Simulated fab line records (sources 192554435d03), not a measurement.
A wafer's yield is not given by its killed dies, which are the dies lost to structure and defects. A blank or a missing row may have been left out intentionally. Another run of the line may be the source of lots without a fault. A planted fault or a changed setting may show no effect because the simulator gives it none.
The tool behind it: which one? / flow n5_finfet / 72 wafers from 24 lots sampled at 5 of the route's 1938 steps

## WHAT EACH GAUGE READ, for each wafer
N5_BEOL_M7_CD_MEAS_28: the cd target is 40 nm.
lot=L075; measured=day 9 09:13; on=cd_sem-01; cd_nm (nm)=40.18 40.20 40.00
lot=L077; measured=day 9 09:23; on=cd_sem-03; cd_nm (nm)=39.73 39.88 39.90
lot=L074; measured=day 9 09:33; on=cd_sem-02; cd_nm (nm)=39.85 39.81 39.74
lot=L076; measured=day 9 11:38; on=cd_sem-02; cd_nm (nm)=39.91 40.09 39.92
lot=L078; measured=day 9 23:57; on=cd_sem-01; cd_nm (nm)=40.21 39.98 40.16
lot=L079; measured=day 10 06:10; on=cd_sem-02; cd_nm (nm)=39.79 39.74 40.28
lot=L080; measured=day 10 08:22; on=cd_sem-01; cd_nm (nm)=40.02 40.11 40.06
lot=L081; measured=day 10 10:55; on=cd_sem-01; cd_nm (nm)=40.06 39.98 40.32
lot=L082; measured=day 10 18:19; on=cd_sem-02; cd_nm (nm)=39.85 39.99 39.79
lot=L083; measured=day 11 09:24; on=cd_sem-01; cd_nm (nm)=40.12 40.12 40.11
lot=L084; measured=day 11 20:00; on=cd_sem-01; cd_nm (nm)=39.93 39.62 40.09
lot=L085; measured=day 11 23:10; on=cd_sem-01; cd_nm (nm)=39.78 39.78 40.15
lot=L086; measured=day 12 04:08; on=cd_sem-03; cd_nm (nm)=39.77 40.04 40.05
lot=L088; measured=day 12 04:35; on=cd_sem-02; cd_nm (nm)=40.02 39.84 40.20
lot=L087; measured=day 12 10:10; on=cd_sem-03; cd_nm (nm)=40.20 40.46 39.76
lot=L089; measured=day 12 18:09; on=cd_sem-01; cd_nm (nm)=40.01 39.79 39.99
lot=L090; measured=day 13 03:36; on=cd_sem-03; cd_nm (nm)=39.95 39.80 39.91
lot=L091; measured=day 13 06:06; on=cd_sem-01; cd_nm (nm)=40.01 40.08 39.71
lot=L092; measured=day 13 12:07; on=cd_sem-03; cd_nm (nm)=39.88 39.73 40.08
lot=L093; measured=day 13 22:46; on=cd_sem-01; cd_nm (nm)=40.15 40.36 40.10
lot=L094; measured=day 14 00:55; on=cd_sem-01; cd_nm (nm)=39.78 39.92 39.73
lot=L095; measured=day 14 19:05; on=cd_sem-02; cd_nm (nm)=40.27 40.15 40.00
lot=L096; measured=day 14 20:23; on=cd_sem-01; cd_nm (nm)=40.35 39.61 40.08
lot=L097; measured=day 15 01:03; on=cd_sem-01; cd_nm (nm)=40.26 40.12 40.33

N5_BEOL_M7_OVL_MEAS_29.
lot=L075; measured=day 9 09:16; on=overlay-02; V6_OVL (nm)=-0.3 -0.7 -0.2
lot=L077; measured=day 9 09:26; on=overlay-01; V6_OVL (nm)=1.0 0.5 0.7
lot=L074; measured=day 9 09:35; on=overlay-02; V6_OVL (nm)=-0.1 0.1 -0.1
lot=L076; measured=day 9 11:40; on=overlay-02; V6_OVL (nm)=0.8 0.5 1.6
lot=L078; measured=day 9 23:59; on=overlay-01; V6_OVL (nm)=-0.8 -0.7 -1.1
lot=L079; measured=day 10 06:11; on=overlay-01; V6_OVL (nm)=-1.8 -1.0 -1.8
lot=L080; measured=day 10 08:23; on=overlay-01; V6_OVL (nm)=-0.9 -0.7 -0.6
lot=L081; measured=day 10 10:57; on=overlay-02; V6_OVL (nm)=-0.7 -0.8 -1.2
lot=L082; measured=day 10 18:21; on=overlay-01; V6_OVL (nm)=-1.2 0.1 -0.7
lot=L083; measured=day 11 09:26; on=overlay-01; V6_OVL (nm)=0.3 -1.2 0.7
lot=L084; measured=day 11 20:02; on=overlay-01; V6_OVL (nm)=1.8 1.2 0.9
lot=L085; measured=day 11 23:13; on=overlay-02; V6_OVL (nm)=-1.5 -0.1 -1.1
lot=L086; measured=day 12 04:10; on=overlay-01; V6_OVL (nm)=-1.6 -1.1 -0.9
lot=L088; measured=day 12 04:37; on=overlay-01; V6_OVL (nm)=0.1 -0.3 -0.5
lot=L087; measured=day 12 10:13; on=overlay-02; V6_OVL (nm)=-0.6 -1.3 -1.3
lot=L089; measured=day 12 18:11; on=overlay-02; V6_OVL (nm)=0.4 0.2 0.3
lot=L090; measured=day 13 03:38; on=overlay-02; V6_OVL (nm)=-0.5 0.6 -0.8
lot=L091; measured=day 13 06:08; on=overlay-01; V6_OVL (nm)=0.2 0.0 0.4
lot=L092; measured=day 13 12:09; on=overlay-01; V6_OVL (nm)=0.1 0.2 -0.4
lot=L093; measured=day 13 22:47; on=overlay-01; V6_OVL (nm)=0.6 0.8 -0.4
lot=L094; measured=day 14 00:57; on=overlay-01; V6_OVL (nm)=1.9 1.3 0.4
lot=L095; measured=day 14 19:07; on=overlay-02; V6_OVL (nm)=0.2 0.8 -0.4
lot=L096; measured=day 14 20:26; on=overlay-02; V6_OVL (nm)=-0.5 -0.4 -0.4
lot=L097; measured=day 15 01:05; on=overlay-02; V6_OVL (nm)=-0.8 -0.7 -0.3

N5_BEOL_M8_THK_MEAS_01.
lot=L075; measured=day 9 13:32; on=film_metro-01; M8_ILD_THK (nm)=154.8 155.9 154.7
lot=L077; measured=day 9 13:41; on=film_metro-02; M8_ILD_THK (nm)=159.2 158.0 157.7
lot=L074; measured=day 9 14:19; on=film_metro-02; M8_ILD_THK (nm)=152.0 154.9 155.4
lot=L076; measured=day 9 16:44; on=film_metro-02; M8_ILD_THK (nm)=157.0 156.9 156.5
lot=L078; measured=day 10 04:39; on=film_metro-01; M8_ILD_THK (nm)=153.5 155.9 155.9
lot=L079; measured=day 10 11:11; on=film_metro-02; M8_ILD_THK (nm)=152.3 155.7 154.9
lot=L080; measured=day 10 12:32; on=film_metro-02; M8_ILD_THK (nm)=155.7 158.8 156.4
lot=L081; measured=day 10 14:30; on=film_metro-01; M8_ILD_THK (nm)=153.5 152.4 154.7
lot=L082; measured=day 10 22:24; on=film_metro-01; M8_ILD_THK (nm)=154.1 152.9 154.8
lot=L083; measured=day 11 13:15; on=film_metro-01; M8_ILD_THK (nm)=153.9 156.9 155.2
lot=L084; measured=day 11 23:56; on=film_metro-01; M8_ILD_THK (nm)=153.2 155.3 153.8
lot=L085; measured=day 12 04:51; on=film_metro-02; M8_ILD_THK (nm)=153.7 153.2 153.9
lot=L086; measured=day 12 08:49; on=film_metro-02; M8_ILD_THK (nm)=153.7 154.4 154.5
lot=L088; measured=day 12 09:14; on=film_metro-01; M8_ILD_THK (nm)=151.9 152.3 155.4
lot=L087; measured=day 12 14:22; on=film_metro-02; M8_ILD_THK (nm)=151.4 151.4 154.0
lot=L089; measured=day 12 21:47; on=film_metro-02; M8_ILD_THK (nm)=155.1 155.4 157.9
lot=L090; measured=day 13 09:13; on=film_metro-01; M8_ILD_THK (nm)=154.5 158.5 154.6
lot=L091; measured=day 13 09:47; on=film_metro-01; M8_ILD_THK (nm)=154.0 150.8 155.1
lot=L092; measured=day 13 15:46; on=film_metro-01; M8_ILD_THK (nm)=153.4 155.9 159.0
lot=L093; measured=day 14 02:54; on=film_metro-01; M8_ILD_THK (nm)=152.8 156.6 158.2
lot=L094; measured=day 14 04:46; on=film_metro-02; M8_ILD_THK (nm)=152.4 153.8 151.8
lot=L095; measured=day 14 23:42; on=film_metro-01; M8_ILD_THK (nm)=152.4 155.6 156.8
lot=L096; measured=day 15 00:23; on=film_metro-01; M8_ILD_THK (nm)=154.3 157.0 157.0
lot=L097; measured=day 15 05:08; on=film_metro-02; M8_ILD_THK (nm)=156.6 155.8 158.0

## TOOL THAT RAN EACH LOT (tool first, then ch and the chambers of the sampled wafers, then the start)
lot=L075; N5_BEOL_M7_ETCH_65=rie_diel-06 ch 1,2,3, day 9 09:23; N5_BEOL_M7_DEGAS_44=pvd_sputter-01, day 9 10:38
lot=L077; N5_BEOL_M7_ETCH_65=rie_diel-03 ch 0,1,2, day 9 09:34; N5_BEOL_M7_DEGAS_44=pvd_sputter-01, day 9 10:43
lot=L074; N5_BEOL_M7_ETCH_65=rie_diel-01 ch 0,1, day 9 09:44; N5_BEOL_M7_DEGAS_44=pvd_sputter-01, day 9 10:48
lot=L076; N5_BEOL_M7_ETCH_65=rie_diel-03 ch 1,2, day 9 11:57; N5_BEOL_M7_DEGAS_44=pvd_sputter-01, day 9 13:36
lot=L078; N5_BEOL_M7_ETCH_65=rie_diel-01 ch 0,1,3, day 10 00:08; N5_BEOL_M7_DEGAS_44=pvd_sputter-01, day 10 02:01
lot=L079; N5_BEOL_M7_ETCH_65=rie_diel-01 ch 1,2, day 10 06:32; N5_BEOL_M7_DEGAS_44=pvd_sputter-03, day 10 07:32
lot=L080; N5_BEOL_M7_ETCH_65=rie_diel-03 ch 0,1,2, day 10 08:32; N5_BEOL_M7_DEGAS_44=pvd_sputter-01, day 10 09:28
lot=L081; N5_BEOL_M7_ETCH_65=rie_diel-03 ch 1,2, day 10 11:05; N5_BEOL_M7_DEGAS_44=pvd_sputter-02, day 10 12:16
lot=L082; N5_BEOL_M7_ETCH_65=rie_diel-06 ch 0,2,3, day 10 18:29; N5_BEOL_M7_DEGAS_44=pvd_sputter-03, day 10 19:33
lot=L083; N5_BEOL_M7_ETCH_65=rie_diel-01 ch 1,2,3, day 11 09:35; N5_BEOL_M7_DEGAS_44=pvd_sputter-03, day 11 10:32
lot=L084; N5_BEOL_M7_ETCH_65=rie_diel-01 ch 0,1,3, day 11 20:10; N5_BEOL_M7_DEGAS_44=pvd_sputter-01, day 11 21:24
lot=L085; N5_BEOL_M7_ETCH_65=rie_diel-06 ch 1,2,3, day 11 23:22; N5_BEOL_M7_DEGAS_44=pvd_sputter-02, day 12 02:16
lot=L086; N5_BEOL_M7_ETCH_65=rie_diel-01 ch 0,1, day 12 04:20; N5_BEOL_M7_DEGAS_44=pvd_sputter-02, day 12 06:13
lot=L088; N5_BEOL_M7_ETCH_65=rie_diel-03 ch 0,1, day 12 04:45; N5_BEOL_M7_DEGAS_44=pvd_sputter-02, day 12 06:45
lot=L087; N5_BEOL_M7_ETCH_65=rie_diel-03 ch 1,3, day 12 10:20; N5_BEOL_M7_DEGAS_44=pvd_sputter-03, day 12 11:32
lot=L089; N5_BEOL_M7_ETCH_65=rie_diel-06 ch 1,3, day 12 18:19; N5_BEOL_M7_DEGAS_44=pvd_sputter-01, day 12 19:14
lot=L090; N5_BEOL_M7_ETCH_65=rie_diel-06 ch 0,1, day 13 04:14; N5_BEOL_M7_DEGAS_44=pvd_sputter-02, day 13 06:34
lot=L091; N5_BEOL_M7_ETCH_65=rie_diel-03 ch 0,2,3, day 13 06:17; N5_BEOL_M7_DEGAS_44=pvd_sputter-02, day 13 07:17
lot=L092; N5_BEOL_M7_ETCH_65=rie_diel-03 ch 0,1, day 13 12:17; N5_BEOL_M7_DEGAS_44=pvd_sputter-02, day 13 13:22
lot=L093; N5_BEOL_M7_ETCH_65=rie_diel-06 ch 1,2,3, day 13 22:56; N5_BEOL_M7_DEGAS_44=pvd_sputter-03, day 14 00:22
lot=L094; N5_BEOL_M7_ETCH_65=rie_diel-06 ch 0,1,2, day 14 01:05; N5_BEOL_M7_DEGAS_44=pvd_sputter-01, day 14 02:21
lot=L095; N5_BEOL_M7_ETCH_65=rie_diel-06 ch 0,1,3, day 14 19:15; N5_BEOL_M7_DEGAS_44=pvd_sputter-03, day 14 20:31
lot=L096; N5_BEOL_M7_ETCH_65=rie_diel-03 ch 0,2,3, day 14 20:38; N5_BEOL_M7_DEGAS_44=pvd_sputter-01, day 14 21:35
lot=L097; N5_BEOL_M7_ETCH_65=rie_diel-01 ch 0,2,3, day 15 01:13; N5_BEOL_M7_DEGAS_44=pvd_sputter-03, day 15 02:26
- N5_BEOL_M7_ETCH_65: etches SiARC in CF4, target depth 15.6 nm, time 26 s.
- N5_BEOL_M7_DEGAS_44: time 60 s.

## WHAT THE TOOLS THEMSELVES READ (means of the sampled wafers that have a number; where no wafer has one, the mark that the record gives instead)
N5_BEOL_M7_ETCH_65.
lot=L075; tool=rie_diel-06; bias_w (W)=36.03; cf4_flow_sccm (sccm)=99.87; drypump_motor_current_A (A)=6.1; etch_rf_on_time_s (s)=25.9; oes_product_au (a.u.)=0.72; rf_vpp_V (V)=184.4; showerhead_plenum_p_Torr (Torr)=2.13; throttle_valve_pct (%)=15.48
lot=L077; tool=rie_diel-03; bias_w (W)=35.99; cf4_flow_sccm (sccm)=100.05; drypump_motor_current_A (A)=5.7; etch_rf_on_time_s (s)=26.3; oes_product_au (a.u.)=0.62; rf_vpp_V (V)=184.7; showerhead_plenum_p_Torr (Torr)=2.21; throttle_valve_pct (%)=15.59
lot=L074; tool=rie_diel-01; bias_w (W)=35.99; cf4_flow_sccm (sccm)=99.96; drypump_motor_current_A (A)=5.6; etch_rf_on_time_s (s)=25.8; oes_product_au (a.u.)=0.70; rf_vpp_V (V)=185.6; showerhead_plenum_p_Torr (Torr)=2.25; throttle_valve_pct (%)=15.50
lot=L076; tool=rie_diel-03; bias_w (W)=36.00; cf4_flow_sccm (sccm)=100.35; drypump_motor_current_A (A)=6.0; etch_rf_on_time_s (s)=26.1; oes_product_au (a.u.)=0.62; rf_vpp_V (V)=184.7; showerhead_plenum_p_Torr (Torr)=2.21; throttle_valve_pct (%)=15.70
lot=L078; tool=rie_diel-01; bias_w (W)=35.91; cf4_flow_sccm (sccm)=99.79; drypump_motor_current_A (A)=5.8; etch_rf_on_time_s (s)=25.8; oes_product_au (a.u.)=0.69; rf_vpp_V (V)=185.1; showerhead_plenum_p_Torr (Torr)=2.19; throttle_valve_pct (%)=15.48
lot=L079; tool=rie_diel-01; bias_w (W)=35.91; cf4_flow_sccm (sccm)=99.77; drypump_motor_current_A (A)=5.1; etch_rf_on_time_s (s)=25.4; oes_product_au (a.u.)=0.68; rf_vpp_V (V)=185.3; showerhead_plenum_p_Torr (Torr)=2.24; throttle_valve_pct (%)=15.59
lot=L080; tool=rie_diel-03; bias_w (W)=36.05; cf4_flow_sccm (sccm)=99.68; drypump_motor_current_A (A)=5.7; etch_rf_on_time_s (s)=26.5; oes_product_au (a.u.)=0.61; rf_vpp_V (V)=184.8; showerhead_plenum_p_Torr (Torr)=2.21; throttle_valve_pct (%)=15.61
lot=L081; tool=rie_diel-03; bias_w (W)=36.07; cf4_flow_sccm (sccm)=99.95; drypump_motor_current_A (A)=6.0; etch_rf_on_time_s (s)=25.9; oes_product_au (a.u.)=0.61; rf_vpp_V (V)=184.4; showerhead_plenum_p_Torr (Torr)=2.21; throttle_valve_pct (%)=15.74
lot=L082; tool=rie_diel-06; bias_w (W)=35.94; cf4_flow_sccm (sccm)=99.65; drypump_motor_current_A (A)=5.9; etch_rf_on_time_s (s)=26.0; oes_product_au (a.u.)=0.69; rf_vpp_V (V)=183.6; showerhead_plenum_p_Torr (Torr)=2.16; throttle_valve_pct (%)=15.54
lot=L083; tool=rie_diel-01; bias_w (W)=35.98; cf4_flow_sccm (sccm)=100.01; drypump_motor_current_A (A)=5.4; etch_rf_on_time_s (s)=25.7; oes_product_au (a.u.)=0.67; rf_vpp_V (V)=184.3; showerhead_plenum_p_Torr (Torr)=2.18; throttle_valve_pct (%)=15.58
lot=L084; tool=rie_diel-01; bias_w (W)=35.91; cf4_flow_sccm (sccm)=100.18; drypump_motor_current_A (A)=5.8; etch_rf_on_time_s (s)=25.7; oes_product_au (a.u.)=0.68; rf_vpp_V (V)=184.9; showerhead_plenum_p_Torr (Torr)=2.18; throttle_valve_pct (%)=15.51
lot=L085; tool=rie_diel-06; bias_w (W)=36.06; cf4_flow_sccm (sccm)=100.32; drypump_motor_current_A (A)=6.2; etch_rf_on_time_s (s)=25.6; oes_product_au (a.u.)=0.70; rf_vpp_V (V)=183.8; showerhead_plenum_p_Torr (Torr)=2.13; throttle_valve_pct (%)=15.52
lot=L086; tool=rie_diel-01; bias_w (W)=35.86; cf4_flow_sccm (sccm)=100.11; drypump_motor_current_A (A)=6.1; etch_rf_on_time_s (s)=26.0; oes_product_au (a.u.)=0.65; rf_vpp_V (V)=184.7; showerhead_plenum_p_Torr (Torr)=2.23; throttle_valve_pct (%)=15.58
lot=L088; tool=rie_diel-03; bias_w (W)=36.00; cf4_flow_sccm (sccm)=100.17; drypump_motor_current_A (A)=5.7; etch_rf_on_time_s (s)=26.2; oes_product_au (a.u.)=0.61; rf_vpp_V (V)=185.2; showerhead_plenum_p_Torr (Torr)=2.21; throttle_valve_pct (%)=15.64
lot=L087; tool=rie_diel-03; bias_w (W)=35.96; cf4_flow_sccm (sccm)=100.22; drypump_motor_current_A (A)=5.8; etch_rf_on_time_s (s)=26.0; oes_product_au (a.u.)=0.71; rf_vpp_V (V)=184.6; showerhead_plenum_p_Torr (Torr)=2.19; throttle_valve_pct (%)=15.56
lot=L089; tool=rie_diel-06; bias_w (W)=35.96; cf4_flow_sccm (sccm)=100.22; drypump_motor_current_A (A)=6.1; etch_rf_on_time_s (s)=25.5; oes_product_au (a.u.)=0.74; rf_vpp_V (V)=184.0; showerhead_plenum_p_Torr (Torr)=2.17; throttle_valve_pct (%)=15.16
lot=L090; tool=rie_diel-06; bias_w (W)=35.91; cf4_flow_sccm (sccm)=100.21; drypump_motor_current_A (A)=5.6; etch_rf_on_time_s (s)=25.7; oes_product_au (a.u.)=0.73; rf_vpp_V (V)=185.0; showerhead_plenum_p_Torr (Torr)=2.20; throttle_valve_pct (%)=15.38
lot=L091; tool=rie_diel-03; bias_w (W)=36.06; cf4_flow_sccm (sccm)=99.84; drypump_motor_current_A (A)=5.6; etch_rf_on_time_s (s)=26.1; oes_product_au (a.u.)=0.64; rf_vpp_V (V)=184.8; showerhead_plenum_p_Torr (Torr)=2.19; throttle_valve_pct (%)=15.55
lot=L092; tool=rie_diel-03; bias_w (W)=36.05; cf4_flow_sccm (sccm)=100.09; drypump_motor_current_A (A)=5.5; etch_rf_on_time_s (s)=26.4; oes_product_au (a.u.)=0.60; rf_vpp_V (V)=184.3; showerhead_plenum_p_Torr (Torr)=2.20; throttle_valve_pct (%)=15.52
lot=L093; tool=rie_diel-06; bias_w (W)=36.01; cf4_flow_sccm (sccm)=99.82; drypump_motor_current_A (A)=6.2; etch_rf_on_time_s (s)=26.1; oes_product_au (a.u.)=0.68; rf_vpp_V (V)=183.6; showerhead_plenum_p_Torr (Torr)=2.12; throttle_valve_pct (%)=15.54
lot=L094; tool=rie_diel-06; bias_w (W)=36.03; cf4_flow_sccm (sccm)=100.15; drypump_motor_current_A (A)=5.8; etch_rf_on_time_s (s)=25.9; oes_product_au (a.u.)=0.67; rf_vpp_V (V)=184.5; showerhead_plenum_p_Torr (Torr)=2.15; throttle_valve_pct (%)=15.68
lot=L095; tool=rie_diel-06; bias_w (W)=35.95; cf4_flow_sccm (sccm)=100.19; drypump_motor_current_A (A)=5.7; etch_rf_on_time_s (s)=25.4; oes_product_au (a.u.)=0.72; rf_vpp_V (V)=185.8; showerhead_plenum_p_Torr (Torr)=2.19; throttle_valve_pct (%)=15.31
lot=L096; tool=rie_diel-03; bias_w (W)=36.08; cf4_flow_sccm (sccm)=100.42; drypump_motor_current_A (A)=5.7; etch_rf_on_time_s (s)=26.0; oes_product_au (a.u.)=0.64; rf_vpp_V (V)=184.3; showerhead_plenum_p_Torr (Torr)=2.19; throttle_valve_pct (%)=15.56
lot=L097; tool=rie_diel-01; bias_w (W)=36.05; cf4_flow_sccm (sccm)=100.17; drypump_motor_current_A (A)=5.9; etch_rf_on_time_s (s)=25.3; oes_product_au (a.u.)=0.70; rf_vpp_V (V)=183.4; showerhead_plenum_p_Torr (Torr)=2.15; throttle_valve_pct (%)=15.51

N5_BEOL_M7_DEGAS_44.
lot=L075; tool=pvd_sputter-01; heater_power_w (W)=357; susceptor_temp_C (C)=250.05
lot=L077; tool=pvd_sputter-01; heater_power_w (W)=343; susceptor_temp_C (C)=250.13
lot=L074; tool=pvd_sputter-01; heater_power_w (W)=357; susceptor_temp_C (C)=250.12
lot=L076; tool=pvd_sputter-01; heater_power_w (W)=360; susceptor_temp_C (C)=250.11
lot=L078; tool=pvd_sputter-01; heater_power_w (W)=360; susceptor_temp_C (C)=250.17
lot=L079; tool=pvd_sputter-03; heater_power_w (W)=354; susceptor_temp_C (C)=249.91
lot=L080; tool=pvd_sputter-01; heater_power_w (W)=355; susceptor_temp_C (C)=250.04
lot=L081; tool=pvd_sputter-02; heater_power_w (W)=355; susceptor_temp_C (C)=249.96
lot=L082; tool=pvd_sputter-03; heater_power_w (W)=345; susceptor_temp_C (C)=249.97
lot=L083; tool=pvd_sputter-03; heater_power_w (W)=347; susceptor_temp_C (C)=249.90
lot=L084; tool=pvd_sputter-01; heater_power_w (W)=350; susceptor_temp_C (C)=249.82
lot=L085; tool=pvd_sputter-02; heater_power_w (W)=387; susceptor_temp_C (C)=249.97
lot=L086; tool=pvd_sputter-02; heater_power_w (W)=375; susceptor_temp_C (C)=249.96
lot=L088; tool=pvd_sputter-02; heater_power_w (W)=418; susceptor_temp_C (C)=250.00
lot=L087; tool=pvd_sputter-03; heater_power_w (W)=375; susceptor_temp_C (C)=250.28
lot=L089; tool=pvd_sputter-01; heater_power_w (W)=344; susceptor_temp_C (C)=250.07
lot=L090; tool=pvd_sputter-02; heater_power_w (W)=360; susceptor_temp_C (C)=249.99
lot=L091; tool=pvd_sputter-02; heater_power_w (W)=393; susceptor_temp_C (C)=249.95
lot=L092; tool=pvd_sputter-02; heater_power_w (W)=394; susceptor_temp_C (C)=250.02
lot=L093; tool=pvd_sputter-03; heater_power_w (W)=337; susceptor_temp_C (C)=249.84
lot=L094; tool=pvd_sputter-01; heater_power_w (W)=342; susceptor_temp_C (C)=249.97
lot=L095; tool=pvd_sputter-03; heater_power_w (W)=366; susceptor_temp_C (C)=249.97
lot=L096; tool=pvd_sputter-01; heater_power_w (W)=348; susceptor_temp_C (C)=249.88
lot=L097; tool=pvd_sputter-03; heater_power_w (W)=358; susceptor_temp_C (C)=250.09

## THE ANSWER, worked out from the rows above alone
Rule: usual is defined by the lots themselves. Put in order of their means at a reading, lots are off if they are a third of the lots or fewer, leave a main group of 4 or more, and stand apart from it by a gap of 3 or more times the standard deviation of the main group's means; of several such gaps the widest counts. A main group is skipped when, at the precision printed for the reading in the tables above, its means are all equal. Also off: a lot with no number at a reading for which 4 or more lots have one. The other lots that the step has rows for count as sound. After the gauges, taken in route order, come the tools' own readings; for these a lot's mean is taken, as printed above. At the first step where some lot is off, the reading lying furthest off is the one used; lots without a number count as furthest.
Across all readings shown, no lot is off: no conclusion can be drawn from this.

## WHAT THE SIMULATOR HAD INSERTED
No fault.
